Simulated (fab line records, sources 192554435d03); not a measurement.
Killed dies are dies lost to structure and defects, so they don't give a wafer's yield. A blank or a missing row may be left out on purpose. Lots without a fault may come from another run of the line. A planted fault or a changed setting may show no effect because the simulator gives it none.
Which tool did it? | flow n5_finfet | 13 lots, 38 wafers sampled, at 5 steps of a route of 1938

WHAT THE GAUGES READ, wafer by wafer
The record holds no reading of a measuring or inspecting step that can be judged against a usual standard deviation.

WHICH TOOL RAN EACH LOT (tool, then ch and the chambers of the sampled wafers, then the start)
lot  | N5_BEOL_M6_PRE_CLEAN_45      | N5_BEOL_M6_SURFACE_TREAT_79  | N5_BEOL_M6_ANNEAL_51             | N5_BEOL_M7_COAT_60                | N5_PASSIVATION_PROBE_49
L502 | pvd_sputter-02, day 9 05:33  | pvd_sputter-02, day 9 06:01  | rtp_anneal-02 ch 0, day 9 06:34  | litho_track-05 ch 0, day 9 08:08  | -
L505 | pvd_sputter-03, day 10 08:41 | pvd_sputter-03, day 10 09:04 | rtp_anneal-02 ch 0, day 10 09:59 | litho_track-05 ch 0, day 10 13:21 | -
L507 | pvd_sputter-03, day 10 19:02 | pvd_sputter-02, day 10 19:38 | rtp_anneal-01 ch 0, day 10 20:47 | litho_track-05 ch 0, day 11 00:30 | -
L510 | pvd_sputter-02, day 11 04:39 | pvd_sputter-02, day 11 05:11 | rtp_anneal-02 ch 0, day 11 05:46 | litho_track-04 ch 0, day 11 09:14 | -
L509 | pvd_sputter-02, day 11 04:55 | pvd_sputter-02, day 11 05:21 | rtp_anneal-01 ch 0, day 11 06:16 | litho_track-05 ch 0, day 11 09:34 | -
L511 | pvd_sputter-03, day 11 12:58 | pvd_sputter-01, day 11 13:22 | rtp_anneal-02 ch 0, day 11 14:04 | litho_track-03 ch 0, day 11 16:25 | -
L512 | pvd_sputter-02, day 11 20:22 | pvd_sputter-02, day 11 20:49 | rtp_anneal-02 ch 0, day 11 21:41 | litho_track-03 ch 0, day 11 23:41 | -
L515 | pvd_sputter-03, day 12 11:49 | pvd_sputter-03, day 12 12:10 | rtp_anneal-02 ch 0, day 12 12:35 | litho_track-04 ch 0, day 12 16:10 | -
L514 | pvd_sputter-02, day 12 12:20 | pvd_sputter-02, day 12 12:50 | rtp_anneal-01 ch 0, day 12 14:04 | litho_track-04 ch 0, day 12 17:35 | -
L518 | pvd_sputter-02, day 13 01:31 | pvd_sputter-03, day 13 02:02 | rtp_anneal-02 ch 0, day 13 03:08 | litho_track-04 ch 0, day 13 05:00 | prober-02, day 16 17:30
L516 | pvd_sputter-02, day 13 10:58 | pvd_sputter-02, day 13 11:30 | rtp_anneal-02 ch 0, day 13 12:08 | litho_track-04 ch 0, day 13 13:51 | -
L519 | pvd_sputter-03, day 14 11:09 | pvd_sputter-03, day 14 11:34 | rtp_anneal-01 ch 0, day 14 12:14 | litho_track-03 ch 0, day 14 15:07 | -
L525 | pvd_sputter-03, day 15 02:09 | pvd_sputter-02, day 15 04:17 | rtp_anneal-01 ch 0, day 15 04:56 | litho_track-04 ch 0, day 15 06:49 | -
- N5_BEOL_M6_PRE_CLEAN_45: time 30 s.
- N5_BEOL_M6_SURFACE_TREAT_79
- N5_BEOL_M6_ANNEAL_51: time 90 s.
- N5_BEOL_M7_COAT_60: time 60 s, resist thk 35 nm.
- N5_PASSIVATION_PROBE_49

WHAT THE TOOLS THEMSELVES READ (means of the sampled wafers that have a number; where no wafer has one, the mark that the record gives instead)
N5_BEOL_M6_PRE_CLEAN_45. Usual: heater_power_w 334 W, standard deviation 23; susceptor_temp_C 250.01 C, standard deviation 0.16.
lot  | tool           | heater_power_w (W) | susceptor_temp_C (C) | flag
L502 | pvd_sputter-02 | 347                | 250.11               |
L505 | pvd_sputter-03 | 324                | 250.06               |
L507 | pvd_sputter-03 | 345                | 250.08               |
L510 | pvd_sputter-02 | 342                | 250.11               |
L509 | pvd_sputter-02 | 314                | 250.07               |
L511 | pvd_sputter-03 | 354                | 250.09               |
L512 | pvd_sputter-02 | 338                | 250.11               |
L515 | pvd_sputter-03 | 310                | 249.97               |
L514 | pvd_sputter-02 | 337                | 250.16               |
L518 | pvd_sputter-02 | 320                | 249.91               |
L516 | pvd_sputter-02 | 331                | 249.99               |
L519 | pvd_sputter-03 | 312                | 250.03               |
L525 | pvd_sputter-03 | 307                | 250.10               |

N5_BEOL_M6_ANNEAL_51. Usual: anneal_temp_c_max 226.15, standard deviation 0.27; wafer_temp_C_max 225.9, standard deviation 0.43.
lot  | tool          | anneal_temp_c_max | wafer_temp_C_max | flag
L502 | rtp_anneal-02 | 225.80            | 225.8            |
L505 | rtp_anneal-02 | 226.09            | 225.4            |
L507 | rtp_anneal-01 | 226.45            | 226.0            |
L510 | rtp_anneal-02 | 226.16            | 225.8            |
L509 | rtp_anneal-01 | 226.32            | 226.4            |
L511 | rtp_anneal-02 | 225.93            | 225.8            |
L512 | rtp_anneal-02 | 226.41            | 225.3            |
L515 | rtp_anneal-02 | 226.16            | 225.7            |
L514 | rtp_anneal-01 | 226.40            | 226.6            |
L518 | rtp_anneal-02 | 225.97            | 225.4            |
L516 | rtp_anneal-02 | 226.07            | 225.7            |
L519 | rtp_anneal-01 | 226.16            | 226.3            |
L525 | rtp_anneal-01 | 226.25            | 226.4            |

N5_BEOL_M7_COAT_60. Usual: spin_speed_rpm 1500.1 rpm, standard deviation 0.79.
lot  | tool           | spin_speed_rpm (rpm) | flag
L502 | litho_track-05 | 1500.0               |
L505 | litho_track-05 | 1500.1               |
L507 | litho_track-05 | 1678.3               | OFF
L510 | litho_track-04 | 1500.1               |
L509 | litho_track-05 | 1678.5               | OFF
L511 | litho_track-03 | 1499.7               |
L512 | litho_track-03 | 1500.0               |
L515 | litho_track-04 | 1498.9               |
L514 | litho_track-04 | 1499.2               |
L518 | litho_track-04 | 1500.0               |
L516 | litho_track-04 | 1501.0               |
L519 | litho_track-03 | 1500.3               |
L525 | litho_track-04 | 1499.4               |

N5_PASSIVATION_PROBE_49. Usual: defect_limited_yield 91.7 %, standard deviation 1.4; killed_at_M0_to_M3 31, standard deviation 11; killed_at_M4_up 13, standard deviation 4.6; killed_at_contacts 13, standard deviation 6.7; killed_at_front_end 39, standard deviation 9.6; killed_at_other 3.5, standard deviation 2.8; killed_dies 98, standard deviation 16; killed_open 64, standard deviation 11; killed_short 33, standard deviation 8.5; sort_bin_5_function 4.9 %, standard deviation 0.96; sort_bin_6_memory 3.1 %, standard deviation 0.59; sort_bin_8_speed 0.2 %, standard deviation 1.3; sort_n_pass 1080, standard deviation 23.
lot  | tool      | defect_limited_yield (%) | killed_at_M0_to_M3 | killed_at_M4_up | killed_at_contacts | killed_at_front_end | killed_at_other | killed_dies | killed_open | killed_short | sort_bin_5_function (%) | sort_bin_6_memory (%) | sort_bin_8_speed (%) | sort_n_pass | flag
L518 | prober-02 | 92.1                     | 37                 | 5               | 8                  | 39                  | 4.7             | 94          | 60          | 33           | 4.7                     | 2.7                   | 0.0                  | 1086        |

THE ANSWER, worked out from the rows above alone
Rule: a lot is off if the mean of its wafers that have a number lies more than 3 standard deviations from the usual mean. A lot without any number at a reading at which 4 lots or more have one is off too. The other lots that the step has rows for count as sound. The gauges are gone through in route order, then the tools' own readings, and for those a lot's mean is taken as printed above. The first step at which some lot is off is used, and at that step the reading that is off furthest; a lot without a number counts as furthest.
Off: L507, L509, at N5_BEOL_M7_COAT_60 (spin_speed_rpm).
A tool fits if, at that step or a process step before it, it ran every lot that is off, and no sound lot after the first of them. One fits: litho_track-05 at N5_BEOL_M7_COAT_60. Its last sound lot is L505 (day 10 13:21), its first lot that is off L507 (day 11 00:30): a fault that began between those two fits.
The tool's own readings at N5_BEOL_M7_COAT_60 bear it out: on the lots that are off they differ by more than 5 times the standard deviation of the sound lots' means. spin_speed_rpm reads 1678.4 rpm there against 1499.9 rpm on the sound lots.

WHAT THE SIMULATOR HAD PUT IN
Process parameter drift: litho_track-05, from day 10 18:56 on, at N5_BEOL_M7_COAT_60. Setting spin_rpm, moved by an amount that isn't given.
Lots struck among those shown: L507, L509. The rule above found the same.
